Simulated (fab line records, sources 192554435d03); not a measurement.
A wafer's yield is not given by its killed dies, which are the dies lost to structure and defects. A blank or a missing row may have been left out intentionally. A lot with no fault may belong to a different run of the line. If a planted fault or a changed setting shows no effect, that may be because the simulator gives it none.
Which tool was responsible? :: flow n5-finfet :: 24 lots, 72 wafers sampled, at 5 steps of a route of 1938

== WHAT EACH GAUGE READ, for each wafer ==
N5_WELL_APT_OVL_MEAS_26.
lot: L074
measured: day 1 15:53
on: overlay-02
PWELL_OVL (nm): -2 3 -1

lot: L075
measured: day 1 20:58
on: overlay-02
PWELL_OVL (nm): -6 -2 2

lot: L076
measured: day 2 03:21
on: overlay-02
PWELL_OVL (nm): -8 -8 -2

lot: L077
measured: day 2 09:03
on: overlay-02
PWELL_OVL (nm): 0 5 1

lot: L078
measured: day 2 15:08
on: overlay-02
PWELL_OVL (nm): 2 12 9

lot: L079
measured: day 2 21:20
on: overlay-02
PWELL_OVL (nm): -1 -8 -3

lot: L080
measured: day 3 03:15
on: overlay-02
PWELL_OVL (nm): 1 -1 -1

lot: L081
measured: day 3 09:01
on: overlay-02
PWELL_OVL (nm): 10 7 5

lot: L082
measured: day 3 14:58
on: overlay-02
PWELL_OVL (nm): 4 6 9

lot: L083
measured: day 3 20:56
on: overlay-01
PWELL_OVL (nm): 8 10 5

lot: L084
measured: day 4 02:53
on: overlay-02
PWELL_OVL (nm): -10 -8 -9

lot: L085
measured: day 4 09:16
on: overlay-01
PWELL_OVL (nm): -6 1 -2

lot: L086
measured: day 4 15:05
on: overlay-01
PWELL_OVL (nm): -12 -7 -9

lot: L087
measured: day 4 21:17
on: overlay-02
PWELL_OVL (nm): 1 -1 -1

lot: L088
measured: day 5 04:46
on: overlay-02
PWELL_OVL (nm): 5 2 5

lot: L089
measured: day 5 09:01
on: overlay-01
PWELL_OVL (nm): 10 -8 7

lot: L090
measured: day 5 15:00
on: overlay-02
PWELL_OVL (nm): -4 -2 -4

lot: L091
measured: day 5 20:58
on: overlay-02
PWELL_OVL (nm): 5 12 13

lot: L092
measured: day 6 02:59
on: overlay-01
PWELL_OVL (nm): 3 5 0

lot: L093
measured: day 6 09:14
on: overlay-02
PWELL_OVL (nm): 0 4 -3

lot: L094
measured: day 6 15:07
on: overlay-02
PWELL_OVL (nm): 4 1 7

lot: L095
measured: day 6 20:50
on: overlay-02
PWELL_OVL (nm): -11 -9 -13

lot: L096
measured: day 7 02:58
on: overlay-01
PWELL_OVL (nm): 0 3 -4

lot: L097
measured: day 7 09:02
on: overlay-01
PWELL_OVL (nm): -2 -2 4

N5_PMOS_HMC_CHANNEL_EPI_INSPECT_11: inspects for defects (macro).
lot: L074
measured: day 1 18:15
on: defect-inspect-02
raw-defect-count: 7 0 2

lot: L075
measured: day 1 23:11
on: defect-inspect-01
raw-defect-count: 3 4 3

lot: L076
measured: day 2 05:46
on: defect-inspect-01
raw-defect-count: 1 3 1

lot: L077
measured: day 2 12:03
on: defect-inspect-02
raw-defect-count: 1 4 5

lot: L078
measured: day 2 17:25
on: defect-inspect-01
raw-defect-count: 0 2 2

lot: L079
measured: day 2 23:40
on: defect-inspect-01
raw-defect-count: 2 0 1

lot: L080
measured: day 3 05:27
on: defect-inspect-01
raw-defect-count: 3 3 2

lot: L081
measured: day 3 11:17
on: defect-inspect-01
raw-defect-count: 1 2 1

lot: L082
measured: day 3 17:28
on: defect-inspect-02
raw-defect-count: 2 2 1

lot: L083
measured: day 3 23:23
on: defect-inspect-02
raw-defect-count: 5 3 3

lot: L084
measured: day 4 05:36
on: defect-inspect-02
raw-defect-count: 1 1 2

lot: L085
measured: day 4 11:34
on: defect-inspect-01
raw-defect-count: 1 2 2

lot: L086
measured: day 4 17:35
on: defect-inspect-01
raw-defect-count: 1 1 2

lot: L087
measured: day 5 01:09
on: defect-inspect-02
raw-defect-count: 3 2 4

lot: L088
measured: day 5 07:11
on: defect-inspect-02
raw-defect-count: 1 1 3

lot: L089
measured: day 5 11:14
on: defect-inspect-02
raw-defect-count: 1 0 2

lot: L090
measured: day 5 17:57
on: defect-inspect-02
raw-defect-count: 3 3 2

lot: L091
measured: day 5 23:22
on: defect-inspect-02
raw-defect-count: 2 2 5

lot: L092
measured: day 6 05:11
on: defect-inspect-01
raw-defect-count: 1 3 2

lot: L093
measured: day 6 11:38
on: defect-inspect-01
raw-defect-count: 2 2 2

lot: L094
measured: day 6 17:31
on: defect-inspect-02
raw-defect-count: 2 2 3

lot: L095
measured: day 6 23:36
on: defect-inspect-01
raw-defect-count: 0 1 0

lot: L096
measured: day 7 05:11
on: defect-inspect-02
raw-defect-count: 0 0 2

lot: L097
measured: day 7 11:51
on: defect-inspect-02
raw-defect-count: 1 5 0

N5_PMOS_HMC_CHANNEL_EPI_INSPECT_30: inspects for defects (darkfield).
lot: L074
measured: day 1 22:16
on: defect-inspect-02
raw-defect-count: 9 14 20

lot: L075
measured: day 2 02:39
on: defect-inspect-01
raw-defect-count: 24 22 19

lot: L076
measured: day 2 08:33
on: defect-inspect-01
raw-defect-count: 29 15 22

lot: L077
measured: day 2 14:56
on: defect-inspect-01
raw-defect-count: 18 16 10

lot: L078
measured: day 2 20:50
on: defect-inspect-01
raw-defect-count: 15 15 14

lot: L079
measured: day 3 02:27
on: defect-inspect-01
raw-defect-count: 11 14 12

lot: L080
measured: day 3 08:14
on: defect-inspect-02
raw-defect-count: 17 10 12

lot: L081
measured: day 3 14:27
on: defect-inspect-01
raw-defect-count: 28 14 26

lot: L082
measured: day 3 20:20
on: defect-inspect-02
raw-defect-count: 11 14 11

lot: L083
measured: day 4 02:23
on: defect-inspect-02
raw-defect-count: 17 21 17

lot: L084
measured: day 4 09:01
on: defect-inspect-01
raw-defect-count: 15 21 23

lot: L085
measured: day 4 14:44
on: defect-inspect-02
raw-defect-count: 16 32 23

lot: L086
measured: day 4 20:46
on: defect-inspect-02
raw-defect-count: 10 14 16

lot: L087
measured: day 5 05:10
on: defect-inspect-02
raw-defect-count: 19 15 18

lot: L088
measured: day 5 10:34
on: defect-inspect-01
raw-defect-count: 20 33 29

lot: L089
measured: day 5 14:22
on: defect-inspect-02
raw-defect-count: 19 6 18

lot: L090
measured: day 5 21:19
on: defect-inspect-01
raw-defect-count: 27 26 24

lot: L091
measured: day 6 02:33
on: defect-inspect-02
raw-defect-count: 12 17 11

lot: L092
measured: day 6 07:57
on: defect-inspect-01
raw-defect-count: 22 22 16

lot: L093
measured: day 6 15:27
on: defect-inspect-02
raw-defect-count: 8 16 16

lot: L094
measured: day 6 20:18
on: defect-inspect-02
raw-defect-count: 15 16 18

lot: L095
measured: day 7 02:52
on: defect-inspect-01
raw-defect-count: 19 15 14

lot: L096
measured: day 7 08:22
on: defect-inspect-01
raw-defect-count: 24 22 17

lot: L097
measured: day 7 14:44
on: defect-inspect-02
raw-defect-count: 20 12 16

== WHAT TOOL EACH LOT RAN ON (gives the tool, then ch and the chambers of the sampled wafers, and finally the start) ==
lot: L074
N5_ZERO_LAYER_ETCH_17: rie-diel-05 ch 1,2,3, day 1 12:50
N5_WELL_APT_RTA_34: rtp-anneal-01 ch 0, day 1 16:53

lot: L075
N5_ZERO_LAYER_ETCH_17: rie-diel-03 ch 0,1,2, day 1 18:50
N5_WELL_APT_RTA_34: rtp-anneal-02 ch 0, day 1 21:49

lot: L076
N5_ZERO_LAYER_ETCH_17: rie-diel-05 ch 0,1, day 2 00:58
N5_WELL_APT_RTA_34: rtp-anneal-02 ch 0, day 2 04:14

lot: L077
N5_ZERO_LAYER_ETCH_17: rie-diel-04 ch 1,2,3, day 2 06:53
N5_WELL_APT_RTA_34: rtp-anneal-01 ch 0, day 2 10:40

lot: L078
N5_ZERO_LAYER_ETCH_17: rie-diel-05 ch 0,2,3, day 2 12:54
N5_WELL_APT_RTA_34: rtp-anneal-01 ch 0, day 2 15:58

lot: L079
N5_ZERO_LAYER_ETCH_17: rie-diel-04 ch 1,2,3, day 2 18:43
N5_WELL_APT_RTA_34: rtp-anneal-02 ch 0, day 2 22:24

lot: L080
N5_ZERO_LAYER_ETCH_17: rie-diel-05 ch 0,1,3, day 3 00:58
N5_WELL_APT_RTA_34: rtp-anneal-02 ch 0, day 3 04:08

lot: L081
N5_ZERO_LAYER_ETCH_17: rie-diel-04 ch 0,2, day 3 06:53
N5_WELL_APT_RTA_34: rtp-anneal-02 ch 0, day 3 09:51

lot: L082
N5_ZERO_LAYER_ETCH_17: rie-diel-05 ch 0,1,2, day 3 12:43
N5_WELL_APT_RTA_34: rtp-anneal-01 ch 0, day 3 15:52

lot: L083
N5_ZERO_LAYER_ETCH_17: rie-diel-03 ch 1,2,3, day 3 18:50
N5_WELL_APT_RTA_34: rtp-anneal-02 ch 0, day 3 21:49

lot: L084
N5_ZERO_LAYER_ETCH_17: rie-diel-03 ch 0,2,3, day 4 00:44
N5_WELL_APT_RTA_34: rtp-anneal-02 ch 0, day 4 03:46

lot: L085
N5_ZERO_LAYER_ETCH_17: rie-diel-04 ch 0,1,2, day 4 06:51
N5_WELL_APT_RTA_34: rtp-anneal-01 ch 0, day 4 10:21

lot: L086
N5_ZERO_LAYER_ETCH_17: rie-diel-04 ch 0,2, day 4 12:43
N5_WELL_APT_RTA_34: rtp-anneal-02 ch 0, day 4 16:01

lot: L087
N5_ZERO_LAYER_ETCH_17: rie-diel-05 ch 0,1,3, day 4 18:49
N5_WELL_APT_RTA_34: rtp-anneal-01 ch 0, day 4 23:47

lot: L088
N5_ZERO_LAYER_ETCH_17: rie-diel-04 ch 1,2, day 5 00:43
N5_WELL_APT_RTA_34: rtp-anneal-01 ch 0, day 5 05:37

lot: L089
N5_ZERO_LAYER_ETCH_17: rie-diel-04 ch 2,3, day 5 06:53
N5_WELL_APT_RTA_34: rtp-anneal-01 ch 0, day 5 09:59

lot: L090
N5_ZERO_LAYER_ETCH_17: rie-diel-04 ch 0,1,3, day 5 12:44
N5_WELL_APT_RTA_34: rtp-anneal-01 ch 0, day 5 16:23

lot: L091
N5_ZERO_LAYER_ETCH_17: rie-diel-05 ch 1,2, day 5 18:58
N5_WELL_APT_RTA_34: rtp-anneal-02 ch 0, day 5 21:48

lot: L092
N5_ZERO_LAYER_ETCH_17: rie-diel-04 ch 1,2, day 6 00:50
N5_WELL_APT_RTA_34: rtp-anneal-02 ch 0, day 6 03:50

lot: L093
N5_ZERO_LAYER_ETCH_17: rie-diel-04 ch 0,1, day 6 06:56
N5_WELL_APT_RTA_34: rtp-anneal-02 ch 0, day 6 10:05

lot: L094
N5_ZERO_LAYER_ETCH_17: rie-diel-03 ch 0,1,2, day 6 12:50
N5_WELL_APT_RTA_34: rtp-anneal-01 ch 0, day 6 16:10

lot: L095
N5_ZERO_LAYER_ETCH_17: rie-diel-04 ch 0,1,3, day 6 18:43
N5_WELL_APT_RTA_34: rtp-anneal-02 ch 0, day 6 22:04

lot: L096
N5_ZERO_LAYER_ETCH_17: rie-diel-05 ch 0,1,3, day 7 00:43
N5_WELL_APT_RTA_34: rtp-anneal-02 ch 0, day 7 03:50

lot: L097
N5_ZERO_LAYER_ETCH_17: rie-diel-05 ch 1,2,3, day 7 06:50
N5_WELL_APT_RTA_34: rtp-anneal-02 ch 0, day 7 10:02
- N5_ZERO_LAYER_ETCH_17: etches SiO2 in CF4, target depth 12 nm, time 13.3 s.
- N5_WELL_APT_RTA_34: time 10 s.

== AS READ BY THE TOOLS THEMSELVES (means over the sampled wafers that have a number; for cases with no such wafer, the mark the record gives instead) ==
N5_ZERO_LAYER_ETCH_17.
lot: L074
tool: rie-diel-05
drypump-motor-current-A (A): 5.6
oes-product-au (a.u.): 0.83
rf-fwd-power-W (W): 443.6
rf-vpp-V (V): 948
showerhead-plenum-p-Torr (Torr): 2.13
throttle-valve-pct (%): 15.52

lot: L075
tool: rie-diel-03
drypump-motor-current-A (A): 5.6
oes-product-au (a.u.): 0.74
rf-fwd-power-W (W): 446.7
rf-vpp-V (V): 950
showerhead-plenum-p-Torr (Torr): 2.17
throttle-valve-pct (%): 15.79

lot: L076
tool: rie-diel-05
drypump-motor-current-A (A): 5.7
oes-product-au (a.u.): 0.74
rf-fwd-power-W (W): 446.3
rf-vpp-V (V): 945
showerhead-plenum-p-Torr (Torr): 2.07
throttle-valve-pct (%): 15.41

lot: L077
tool: rie-diel-04
drypump-motor-current-A (A): 5.1
oes-product-au (a.u.): 0.72
rf-fwd-power-W (W): 446.5
rf-vpp-V (V): 944
showerhead-plenum-p-Torr (Torr): 2.07
throttle-valve-pct (%): 15.62

lot: L078
tool: rie-diel-05
drypump-motor-current-A (A): 5.7
oes-product-au (a.u.): 0.78
rf-fwd-power-W (W): 446.4
rf-vpp-V (V): 949
showerhead-plenum-p-Torr (Torr): 2.15
throttle-valve-pct (%): 15.60

lot: L079
tool: rie-diel-04
drypump-motor-current-A (A): 5.2
oes-product-au (a.u.): 0.72
rf-fwd-power-W (W): 446.3
rf-vpp-V (V): 944
showerhead-plenum-p-Torr (Torr): 2.07
throttle-valve-pct (%): 15.62

lot: L080
tool: rie-diel-05
drypump-motor-current-A (A): 5.7
oes-product-au (a.u.): 0.78
rf-fwd-power-W (W): 445.1
rf-vpp-V (V): 948
showerhead-plenum-p-Torr (Torr): 2.11
throttle-valve-pct (%): 15.50

lot: L081
tool: rie-diel-04
drypump-motor-current-A (A): 5.4
oes-product-au (a.u.): 0.84
rf-fwd-power-W (W): 445.4
rf-vpp-V (V): 944
showerhead-plenum-p-Torr (Torr): 2.07
throttle-valve-pct (%): 15.58

lot: L082
tool: rie-diel-05
drypump-motor-current-A (A): 5.8
oes-product-au (a.u.): 0.74
rf-fwd-power-W (W): 445.0
rf-vpp-V (V): 947
showerhead-plenum-p-Torr (Torr): 2.11
throttle-valve-pct (%): 15.54

lot: L083
tool: rie-diel-03
drypump-motor-current-A (A): 5.6
oes-product-au (a.u.): 0.71
rf-fwd-power-W (W): 447.2
rf-vpp-V (V): 949
showerhead-plenum-p-Torr (Torr): 2.15
throttle-valve-pct (%): 15.80

lot: L084
tool: rie-diel-03
drypump-motor-current-A (A): 5.9
oes-product-au (a.u.): 0.72
rf-fwd-power-W (W): 445.1
rf-vpp-V (V): 951
showerhead-plenum-p-Torr (Torr): 2.16
throttle-valve-pct (%): 15.84

lot: L085
tool: rie-diel-04
drypump-motor-current-A (A): 5.4
oes-product-au (a.u.): 0.80
rf-fwd-power-W (W): 445.7
rf-vpp-V (V): 946
showerhead-plenum-p-Torr (Torr): 2.08
throttle-valve-pct (%): 15.63

lot: L086
tool: rie-diel-04
drypump-motor-current-A (A): 5.9
oes-product-au (a.u.): 0.89
rf-fwd-power-W (W): 446.0
rf-vpp-V (V): 945
showerhead-plenum-p-Torr (Torr): 2.08
throttle-valve-pct (%): 15.61

lot: L087
tool: rie-diel-05
drypump-motor-current-A (A): 5.6
oes-product-au (a.u.): 0.87
rf-fwd-power-W (W): 443.9
rf-vpp-V (V): 947
showerhead-plenum-p-Torr (Torr): 2.11
throttle-valve-pct (%): 15.37

lot: L088
tool: rie-diel-04
drypump-motor-current-A (A): 5.0
oes-product-au (a.u.): 0.72
rf-fwd-power-W (W): 445.3
rf-vpp-V (V): 948
showerhead-plenum-p-Torr (Torr): 2.09
throttle-valve-pct (%): 15.67

lot: L089
tool: rie-diel-04
drypump-motor-current-A (A): 5.3
oes-product-au (a.u.): 0.86
rf-fwd-power-W (W): 447.0
rf-vpp-V (V): 953
showerhead-plenum-p-Torr (Torr): 2.21
throttle-valve-pct (%): 15.27

lot: L090
tool: rie-diel-04
drypump-motor-current-A (A): 5.5
oes-product-au (a.u.): 0.84
rf-fwd-power-W (W): 447.7
rf-vpp-V (V): 950
showerhead-plenum-p-Torr (Torr): 2.16
throttle-valve-pct (%): 15.51

lot: L091
tool: rie-diel-05
drypump-motor-current-A (A): 5.7
oes-product-au (a.u.): 0.76
rf-fwd-power-W (W): 443.7
rf-vpp-V (V): 947
showerhead-plenum-p-Torr (Torr): 2.11
throttle-valve-pct (%): 15.63

lot: L092
tool: rie-diel-04
drypump-motor-current-A (A): 5.0
oes-product-au (a.u.): 0.71
rf-fwd-power-W (W): 444.8
rf-vpp-V (V): 945
showerhead-plenum-p-Torr (Torr): 2.09
throttle-valve-pct (%): 15.69

lot: L093
tool: rie-diel-04
drypump-motor-current-A (A): 5.9
oes-product-au (a.u.): 0.82
rf-fwd-power-W (W): 447.0
rf-vpp-V (V): 946
showerhead-plenum-p-Torr (Torr): 2.09
throttle-valve-pct (%): 15.69

lot: L094
tool: rie-diel-03
drypump-motor-current-A (A): 5.6
oes-product-au (a.u.): 0.71
rf-fwd-power-W (W): 446.1
rf-vpp-V (V): 950
showerhead-plenum-p-Torr (Torr): 2.15
throttle-valve-pct (%): 15.86

lot: L095
tool: rie-diel-04
drypump-motor-current-A (A): 5.6
oes-product-au (a.u.): 0.82
rf-fwd-power-W (W): 447.5
rf-vpp-V (V): 950
showerhead-plenum-p-Torr (Torr): 2.16
throttle-valve-pct (%): 15.52

lot: L096
tool: rie-diel-05
drypump-motor-current-A (A): 5.7
oes-product-au (a.u.): 0.84
rf-fwd-power-W (W): 444.2
rf-vpp-V (V): 946
showerhead-plenum-p-Torr (Torr): 2.10
throttle-valve-pct (%): 15.39

lot: L097
tool: rie-diel-05
drypump-motor-current-A (A): 5.6
oes-product-au (a.u.): 0.78
rf-fwd-power-W (W): 445.8
rf-vpp-V (V): 948
showerhead-plenum-p-Torr (Torr): 2.12
throttle-valve-pct (%): 15.59

N5_WELL_APT_RTA_34.
lot: L074
tool: rtp-anneal-01
lamp-power-pct (%): 12.97
lamp_zone_6_pct (%): 12.930
wafer_temp_C_max: 1002.7

lot: L075
tool: rtp-anneal-02
lamp-power-pct (%): 13.09
lamp_zone_6_pct (%): 12.915
wafer_temp_C_max: 1002.8

lot: L076
tool: rtp-anneal-02
lamp-power-pct (%): 12.94
lamp_zone_6_pct (%): 12.904
wafer_temp_C_max: 1003.0

lot: L077
tool: rtp-anneal-01
lamp-power-pct (%): 12.99
lamp_zone_6_pct (%): 12.885
wafer_temp_C_max: 1003.9

lot: L078
tool: rtp-anneal-01
lamp-power-pct (%): 13.03
lamp_zone_6_pct (%): 12.929
wafer_temp_C_max: 1004.0

lot: L079
tool: rtp-anneal-02
lamp-power-pct (%): 13.01
lamp_zone_6_pct (%): 12.932
wafer_temp_C_max: 1003.5

lot: L080
tool: rtp-anneal-02
lamp-power-pct (%): 12.99
lamp_zone_6_pct (%): 12.912
wafer_temp_C_max: 1003.7

lot: L081
tool: rtp-anneal-02
lamp-power-pct (%): 13.01
lamp_zone_6_pct (%): 12.936
wafer_temp_C_max: 1004.2

lot: L082
tool: rtp-anneal-01
lamp-power-pct (%): 13.03
lamp_zone_6_pct (%): 12.891
wafer_temp_C_max: 1003.7

lot: L083
tool: rtp-anneal-02
lamp-power-pct (%): 13.05
lamp_zone_6_pct (%): 12.934
wafer_temp_C_max: 1002.2

lot: L084
tool: rtp-anneal-02
lamp-power-pct (%): 12.98
lamp_zone_6_pct (%): 12.926
wafer_temp_C_max: 1003.0

lot: L085
tool: rtp-anneal-01
lamp-power-pct (%): 13.01
lamp_zone_6_pct (%): 12.899
wafer_temp_C_max: 1003.1

lot: L086
tool: rtp-anneal-02
lamp-power-pct (%): 12.95
lamp_zone_6_pct (%): 12.920
wafer_temp_C_max: 1003.3

lot: L087
tool: rtp-anneal-01
lamp-power-pct (%): 12.96
lamp_zone_6_pct (%): 12.901
wafer_temp_C_max: 1003.0

lot: L088
tool: rtp-anneal-01
lamp-power-pct (%): 13.03
lamp_zone_6_pct (%): 12.912
wafer_temp_C_max: 1002.5

lot: L089
tool: rtp-anneal-01
lamp-power-pct (%): 13.03
lamp_zone_6_pct (%): 12.917
wafer_temp_C_max: 1004.6

lot: L090
tool: rtp-anneal-01
lamp-power-pct (%): 13.02
lamp_zone_6_pct (%): 12.921
wafer_temp_C_max: 1003.7

lot: L091
tool: rtp-anneal-02
lamp-power-pct (%): 12.93
lamp_zone_6_pct (%): 12.913
wafer_temp_C_max: 1003.8

lot: L092
tool: rtp-anneal-02
lamp-power-pct (%): 13.03
lamp_zone_6_pct (%): 12.902
wafer_temp_C_max: 1004.8

lot: L093
tool: rtp-anneal-02
lamp-power-pct (%): 13.00
lamp_zone_6_pct (%): 12.934
wafer_temp_C_max: 1004.1

lot: L094
tool: rtp-anneal-01
lamp-power-pct (%): 13.02
lamp_zone_6_pct (%): 12.885
wafer_temp_C_max: 1003.0

lot: L095
tool: rtp-anneal-02
lamp-power-pct (%): 13.05
lamp_zone_6_pct (%): 12.910
wafer_temp_C_max: 1003.4

lot: L096
tool: rtp-anneal-02
lamp-power-pct (%): 12.99
lamp_zone_6_pct (%): 12.931
wafer_temp_C_max: 1004.1

lot: L097
tool: rtp-anneal-02
lamp-power-pct (%): 13.04
lamp_zone_6_pct (%): 12.933
wafer_temp_C_max: 1003.5

== THE ANSWER, worked out from the rows above alone ==
Rule: the lots themselves supply what counts as usual. The widest of any qualifying gaps counts: lots, ordered by their means at a reading, are off when they make up no more than a third of the lots, leave a main group of 4 or more, and stand apart from it by 3 or more times the standard deviation of that group's means. Not used: any main group whose means are identical at the precision the tables above print for the reading. Also off: a lot with no number at a reading for which 4 or more lots have one. All remaining lots with rows at the step are treated as sound. After the gauges, taken in route order, come the tools' own readings; for these a lot's mean is taken, as printed above. At the first step where some lot is off, the reading lying furthest off is the one used; lots without a number count as furthest.
Nothing can be told from this: no lot is off at any reading shown.

== WHAT WAS PUT IN BY THE SIMULATOR ==
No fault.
